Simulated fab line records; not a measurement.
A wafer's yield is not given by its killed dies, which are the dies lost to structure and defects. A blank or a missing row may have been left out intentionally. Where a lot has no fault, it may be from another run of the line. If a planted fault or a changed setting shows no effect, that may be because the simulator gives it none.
Matching of chambers	flow nand_harc	rie_diel-01 running NHARC_A_CONTACT_ETCH_110: 4 sister chambers
The step etches the open film in CF4/O2, target depth 50 nm, overetch 5 nm, time 27.5 s. 4 wafers are shown with their chamber, then 8 later ones without.

EACH WAFER AND ITS CHAMBER
wafer	chamber	showerhead_plenum_p_Torr (Torr)
L079.5	1	1.27
L088.3	3	1.33
L088.5	2	1.36
L090.4	0	1.25

WAFERS MISSING THEIR CHAMBER
wafer	showerhead_plenum_p_Torr (Torr)
L090.5	1.36
L090.6	1.27
L094.3	1.26
L094.4	1.25
L094.6	1.26
L097.1	1.33
L097.4	1.36
L097.5	1.25

EACH ONE'S CHAMBER
wafer	from the rows above	in truth
L090.5	2	2
L090.6	1	1
L094.3	can't be placed: 0 or 1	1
L094.4	0	0
L094.6	can't be placed: 0 or 1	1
L097.1	3	3
L097.4	2	2
L097.5	0	0
Correctly placed: 6 of 8. From these rows, 2 cannot be placed; in 2 the true chamber is one of the candidates. Number placed wrongly: 0.
How it was worked out, from the rows above alone: a wafer's distance from a chamber is the root of the sum, over the readings, of the square of ((its reading less the chamber's mean) divided by the reading's scatter). The wafer belongs to the nearest chamber; if the next one is less than 2 further off, it can't be placed. A chamber's mean is the mean of its shown wafers. The scatter: with one shown wafer a chamber, the root of the mean of the squares of how far each hidden wafer lies from its nearest shown one.
